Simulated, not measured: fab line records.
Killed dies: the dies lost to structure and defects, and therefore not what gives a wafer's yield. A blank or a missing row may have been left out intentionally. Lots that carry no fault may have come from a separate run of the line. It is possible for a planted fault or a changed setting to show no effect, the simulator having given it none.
Matching of chambers    flow nand_harc    NHARC_A_CHANNEL_FILL_D2_ALD_16 on ald_hk-03: 4 sister chambers
The step deposits SiO2, target thk 1.5 nm, pulse time 10 s, ald cycles 15. 4 wafers are shown with their chamber, then 10 later ones without.

== WAFERS PAIRED WITH THEIR CHAMBERS ==
wafer   chamber  heater_power_w (W)
L082.1  1        494
L082.2  3        469
L083.1  0        485
L083.2  2        485

== WAFERS WITH NO CHAMBER GIVEN ==
wafer   heater_power_w (W)
L083.6  497
L091.1  482
L091.2  485
L091.3  447
L091.4  465
L091.5  492
L091.6  474
L097.1  439
L097.3  483
L097.6  453

== WHICH CHAMBER EACH WENT THROUGH ==
wafer   from the rows above                in truth
L083.6  can't be placed: 1 or 0 or 2 or 3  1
L091.1  can't be placed: 0 or 2 or 1 or 3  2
L091.2  can't be placed: 0 or 2 or 1 or 3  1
L091.3  can't be placed: 3 or 0 or 2 or 1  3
L091.4  can't be placed: 3 or 0 or 2 or 1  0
L091.5  can't be placed: 1 or 0 or 2 or 3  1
L091.6  can't be placed: 3 or 0 or 2 or 1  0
L097.1  can't be placed: 3 or 0 or 2 or 1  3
L097.3  can't be placed: 0 or 2 or 1 or 3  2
L097.6  can't be placed: 3 or 0 or 2 or 1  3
Correct placement for 0 of the 10. These rows do not allow placing 10 (true chamber among the candidates in 10). Wrongly placed: 0.
How it was worked out, from the rows above alone: a wafer's distance from a chamber is the root of the sum, over the readings, of the square of ((its reading less the chamber's mean) divided by the reading's scatter). The wafer belongs to the nearest chamber; if the next one is less than 2 further off, it can't be placed. Each chamber's mean is taken over the wafers shown for it. The scatter: with one shown wafer a chamber, the root of the mean of the squares of how far each hidden wafer lies from its nearest shown one.
